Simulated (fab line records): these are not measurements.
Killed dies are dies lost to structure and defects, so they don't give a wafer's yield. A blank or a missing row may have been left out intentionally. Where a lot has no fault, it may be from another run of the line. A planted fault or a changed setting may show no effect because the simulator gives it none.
Chamber matching    flow n5_finfet    4 sister chambers for N5_GATE_CUT_ETCH_36 on rie_diel-03
The step etches SiARC in CF4, target depth 13 nm, time 21.7 s. 8 wafers are shown with their chamber, then 7 later ones without.

WAFERS WITH THEIR CHAMBER
wafer   chamber  throttle_valve_pct (%)  oes_product_au (a.u.)
L074.3  3        15.44                   0.83
L077.6  1        15.99                   0.62
L078.4  3        15.45                   0.82
L078.6  0        15.20                   0.73
L082.5  1        16.03                   0.62
L082.6  2        15.30                   0.77
L085.1  2        15.31                   0.77
L085.2  0        15.20                   0.73

WAFERS MISSING THEIR CHAMBER
wafer   throttle_valve_pct (%)  oes_product_au (a.u.)
L085.3  16.00                   0.62
L088.3  15.21                   0.74
L088.5  15.21                   0.73
L088.6  15.45                   0.80
L094.2  15.33                   0.75
L094.3  15.49                   0.78
L094.4  15.21                   0.72

EACH ONE'S CHAMBER
wafer   from the rows above      in truth
L085.3  1                        1
L088.3  0                        0
L088.5  0                        0
L088.6  3                        3
L094.2  2                        2
L094.3  can't be placed: 2 or 3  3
L094.4  0                        0
Correctly placed: 6 of 7. Cannot be placed on the basis of these rows: 1; the candidates contain the true chamber in 1. Number placed wrongly: 0.
How it was worked out, from the rows above alone: a wafer's distance from a chamber is the root of the sum, over the readings, of the square of ((its reading less the chamber's mean) divided by the reading's scatter). The wafer belongs to the nearest chamber; if the next one is less than 2 further off, it can't be placed. The mean given for a chamber averages the wafers shown for that chamber. How the scatter is found: for the shown wafers, subtract from each reading the mean of its chamber, square and add these, divide the total by (wafers less chambers), then take the root.
